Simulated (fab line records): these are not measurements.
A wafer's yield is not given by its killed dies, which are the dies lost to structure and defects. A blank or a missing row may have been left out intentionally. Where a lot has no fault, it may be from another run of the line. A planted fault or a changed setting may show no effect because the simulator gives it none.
Split-lot experiment / flow n5_finfet / 7 lots, 39 wafers read, on a route of 1938 steps

THE SPLIT
At N5_HKMG_FIN_CVD_62 (deposits a-Si from Si2H6, target thk 3 nm, time 20.8 s), the setting temp_c was moved away from the recipe's 500 C on 9 of the 39 wafers read, by -2.2% to +4.7%. All remaining wafers had this setting at the recipe value.

The reading is taken at the split's own step.

THE READING
a-Si_of_HKMG_FIN_CVD_62.thk_nm (the simulator's own value, which no gauge read), in nm, at N5_HKMG_FIN_CVD_62 (deposits a-Si from Si2H6, target thk 3 nm, time 20.8 s). The file does not state a usual value for it. Here, 30 wafers ran the recipe; their average is 2.9 nm with a standard deviation of 0.094 nm.

wafer=L081.1; tool, chamber at the split=thermal_cvd_si-01, 2,1,2; temp_c as run, C=523.6; against the recipe=+4.7%; a-Si_of_HKMG_FIN_CVD_62.thk_nm, nm=5.8; against lot-mates on the recipe=+2.8
wafer=L081.4; tool, chamber at the split=thermal_cvd_si-01, 2,1,2; temp_c as run, C=523.6; against the recipe=+4.7%; a-Si_of_HKMG_FIN_CVD_62.thk_nm, nm=5.8; against lot-mates on the recipe=+2.8
wafer=L081.6; tool, chamber at the split=thermal_cvd_si-01, 2,1,2; temp_c as run, C=523.6; against the recipe=+4.7%; a-Si_of_HKMG_FIN_CVD_62.thk_nm, nm=5.8; against lot-mates on the recipe=+2.8
wafer=L081.2; tool, chamber at the split=thermal_cvd_si-01, 0,1,0; temp_c as run, C=500; against the recipe=recipe; a-Si_of_HKMG_FIN_CVD_62.thk_nm, nm=3; against lot-mates on the recipe=-
wafer=L081.3; tool, chamber at the split=thermal_cvd_si-01, 0,1,0; temp_c as run, C=500; against the recipe=recipe; a-Si_of_HKMG_FIN_CVD_62.thk_nm, nm=3; against lot-mates on the recipe=-
wafer=L081.5; tool, chamber at the split=thermal_cvd_si-01, 0,1,0; temp_c as run, C=500; against the recipe=recipe; a-Si_of_HKMG_FIN_CVD_62.thk_nm, nm=3; against lot-mates on the recipe=-
wafer=L082.1; tool, chamber at the split=thermal_cvd_si-01, 1; temp_c as run, C=500; against the recipe=recipe; a-Si_of_HKMG_FIN_CVD_62.thk_nm, nm=3; against lot-mates on the recipe=-
wafer=L082.3; tool, chamber at the split=thermal_cvd_si-01, 1; temp_c as run, C=500; against the recipe=recipe; a-Si_of_HKMG_FIN_CVD_62.thk_nm, nm=3; against lot-mates on the recipe=-
wafer=L082.5; tool, chamber at the split=thermal_cvd_si-01, 1; temp_c as run, C=500; against the recipe=recipe; a-Si_of_HKMG_FIN_CVD_62.thk_nm, nm=3; against lot-mates on the recipe=-
wafer=L082.2; tool, chamber at the split=thermal_cvd_si-01, 0; temp_c as run, C=500; against the recipe=recipe; a-Si_of_HKMG_FIN_CVD_62.thk_nm, nm=2.8; against lot-mates on the recipe=-
wafer=L082.4; tool, chamber at the split=thermal_cvd_si-01, 0; temp_c as run, C=500; against the recipe=recipe; a-Si_of_HKMG_FIN_CVD_62.thk_nm, nm=2.8; against lot-mates on the recipe=-
wafer=L082.6; tool, chamber at the split=thermal_cvd_si-01, 0; temp_c as run, C=500; against the recipe=recipe; a-Si_of_HKMG_FIN_CVD_62.thk_nm, nm=2.8; against lot-mates on the recipe=-
wafer=L087.1; tool, chamber at the split=thermal_cvd_si-02, 1,0,2,1,2,0; temp_c as run, C=500; against the recipe=recipe; a-Si_of_HKMG_FIN_CVD_62.thk_nm, nm=3; against lot-mates on the recipe=-
wafer=L087.2; tool, chamber at the split=thermal_cvd_si-02, 1,0,2,1,2,0; temp_c as run, C=500; against the recipe=recipe; a-Si_of_HKMG_FIN_CVD_62.thk_nm, nm=3; against lot-mates on the recipe=-
wafer=L087.3; tool, chamber at the split=thermal_cvd_si-02, 1,0,2,1,2,0; temp_c as run, C=500; against the recipe=recipe; a-Si_of_HKMG_FIN_CVD_62.thk_nm, nm=3; against lot-mates on the recipe=-
wafer=L087.4; tool, chamber at the split=thermal_cvd_si-02, 1,0,2,1,2,0; temp_c as run, C=500; against the recipe=recipe; a-Si_of_HKMG_FIN_CVD_62.thk_nm, nm=3; against lot-mates on the recipe=-
wafer=L087.5; tool, chamber at the split=thermal_cvd_si-02, 1,0,2,1,2,0; temp_c as run, C=500; against the recipe=recipe; a-Si_of_HKMG_FIN_CVD_62.thk_nm, nm=3; against lot-mates on the recipe=-
wafer=L087.6; tool, chamber at the split=thermal_cvd_si-02, 1,0,2,1,2,0; temp_c as run, C=500; against the recipe=recipe; a-Si_of_HKMG_FIN_CVD_62.thk_nm, nm=3; against lot-mates on the recipe=-
wafer=L088.1; tool, chamber at the split=thermal_cvd_si-01, 0; temp_c as run, C=500; against the recipe=recipe; a-Si_of_HKMG_FIN_CVD_62.thk_nm, nm=2.8; against lot-mates on the recipe=-
wafer=L088.2; tool, chamber at the split=thermal_cvd_si-01, 2,1,0,1,2; temp_c as run, C=500; against the recipe=recipe; a-Si_of_HKMG_FIN_CVD_62.thk_nm, nm=3; against lot-mates on the recipe=-
wafer=L088.3; tool, chamber at the split=thermal_cvd_si-01, 2,1,0,1,2; temp_c as run, C=500; against the recipe=recipe; a-Si_of_HKMG_FIN_CVD_62.thk_nm, nm=3; against lot-mates on the recipe=-
wafer=L088.4; tool, chamber at the split=thermal_cvd_si-01, 2,1,0,1,2; temp_c as run, C=500; against the recipe=recipe; a-Si_of_HKMG_FIN_CVD_62.thk_nm, nm=3; against lot-mates on the recipe=-
wafer=L088.5; tool, chamber at the split=thermal_cvd_si-01, 2,1,0,1,2; temp_c as run, C=500; against the recipe=recipe; a-Si_of_HKMG_FIN_CVD_62.thk_nm, nm=3; against lot-mates on the recipe=-
wafer=L088.6; tool, chamber at the split=thermal_cvd_si-01, 2,1,0,1,2; temp_c as run, C=500; against the recipe=recipe; a-Si_of_HKMG_FIN_CVD_62.thk_nm, nm=3; against lot-mates on the recipe=-
wafer=L093.1; tool, chamber at the split=thermal_cvd_si-02, 1,0; temp_c as run, C=500; against the recipe=recipe; a-Si_of_HKMG_FIN_CVD_62.thk_nm, nm=3; against lot-mates on the recipe=-
wafer=L093.6; tool, chamber at the split=thermal_cvd_si-02, 1,0; temp_c as run, C=500; against the recipe=recipe; a-Si_of_HKMG_FIN_CVD_62.thk_nm, nm=3; against lot-mates on the recipe=-
wafer=L093.2; tool, chamber at the split=thermal_cvd_si-02, 0; temp_c as run, C=500; against the recipe=recipe; a-Si_of_HKMG_FIN_CVD_62.thk_nm, nm=2.8; against lot-mates on the recipe=-
wafer=L093.3; tool, chamber at the split=thermal_cvd_si-02, 0,1; temp_c as run, C=494; against the recipe=-1.2%; a-Si_of_HKMG_FIN_CVD_62.thk_nm, nm=2.4; against lot-mates on the recipe=-0.5
wafer=L093.4; tool, chamber at the split=thermal_cvd_si-02, 0,1; temp_c as run, C=494; against the recipe=-1.2%; a-Si_of_HKMG_FIN_CVD_62.thk_nm, nm=2.4; against lot-mates on the recipe=-0.5
wafer=L093.5; tool, chamber at the split=thermal_cvd_si-02, 1; temp_c as run, C=494; against the recipe=-1.2%; a-Si_of_HKMG_FIN_CVD_62.thk_nm, nm=2.6; against lot-mates on the recipe=-0.3
wafer=L096.1; tool, chamber at the split=thermal_cvd_si-01, 2,0,0; temp_c as run, C=500; against the recipe=recipe; a-Si_of_HKMG_FIN_CVD_62.thk_nm, nm=2.8; against lot-mates on the recipe=-
wafer=L096.2; tool, chamber at the split=thermal_cvd_si-01, 2,0,0; temp_c as run, C=500; against the recipe=recipe; a-Si_of_HKMG_FIN_CVD_62.thk_nm, nm=2.8; against lot-mates on the recipe=-
wafer=L096.5; tool, chamber at the split=thermal_cvd_si-01, 2,0,0; temp_c as run, C=500; against the recipe=recipe; a-Si_of_HKMG_FIN_CVD_62.thk_nm, nm=2.8; against lot-mates on the recipe=-
wafer=L096.3; tool, chamber at the split=thermal_cvd_si-01, 1; temp_c as run, C=489; against the recipe=-2.2%; a-Si_of_HKMG_FIN_CVD_62.thk_nm, nm=2.2; against lot-mates on the recipe=-0.6
wafer=L096.4; tool, chamber at the split=thermal_cvd_si-01, 1,2; temp_c as run, C=489; against the recipe=-2.2%; a-Si_of_HKMG_FIN_CVD_62.thk_nm, nm=2; against lot-mates on the recipe=-0.8
wafer=L096.6; tool, chamber at the split=thermal_cvd_si-01, 1,2; temp_c as run, C=489; against the recipe=-2.2%; a-Si_of_HKMG_FIN_CVD_62.thk_nm, nm=2; against lot-mates on the recipe=-0.8
wafer=L097.1; tool, chamber at the split=thermal_cvd_si-02, 2,0; temp_c as run, C=500; against the recipe=recipe; a-Si_of_HKMG_FIN_CVD_62.thk_nm, nm=2.8; against lot-mates on the recipe=-
wafer=L097.2; tool, chamber at the split=thermal_cvd_si-02, 2,0; temp_c as run, C=500; against the recipe=recipe; a-Si_of_HKMG_FIN_CVD_62.thk_nm, nm=2.8; against lot-mates on the recipe=-
wafer=L097.6; tool, chamber at the split=thermal_cvd_si-02, 1; temp_c as run, C=500; against the recipe=recipe; a-Si_of_HKMG_FIN_CVD_62.thk_nm, nm=3; against lot-mates on the recipe=-
When a row names more than one chamber, that row covers several wafers, and the file does not tell which wafer ran in which chamber.

FIT RESULTS
A straight line over all 39 wafers: a-Si_of_HKMG_FIN_CVD_62.thk_nm changes by +0.557 nm for each +1% of temp_c; r = +0.98; the points scatter about the line by 0.15 nm.
The same after taking each lot's own level away (the mean of its wafers on the recipe; 39 wafers): +0.536 nm for each +1%; r = +0.98; scatter 0.16 nm.
The reading moves by 2.5 nm for the largest change in temp_c, on that fit.
Measured against the standard deviation above, the lots' own levels, which go from 2.80 to 3.00 nm, span 2.1 times it.
So the lot-to-lot level changes the slope little: the two slopes agree.
Check: for one of the wafers moved furthest among these (+4.7%), held out of the fit, the line's prediction against its lot-mates is +2.52 nm. Against them it came out at +2.8 nm.

ADDITIONAL SPLITS CARRIED BY THESE WAFERS
Note: prior to the reading, these wafers also went through further splits. Each is held against what the fit with the lots' levels taken away leaves over:
other split on the same wafers=N5_PMOS_HMC_CHANNEL_EPI_EPI_20 pressure_torr; wafers away from the commonest value=24; r with a-Si_of_HKMG_FIN_CVD_62.thk_nm (lot level and that fit taken away)=+0.08

FILE'S OWN FIT
a-Si_of_HKMG_FIN_CVD_62.thk_nm changes by +0.539 nm for each +1% of temp_c, r = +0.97.
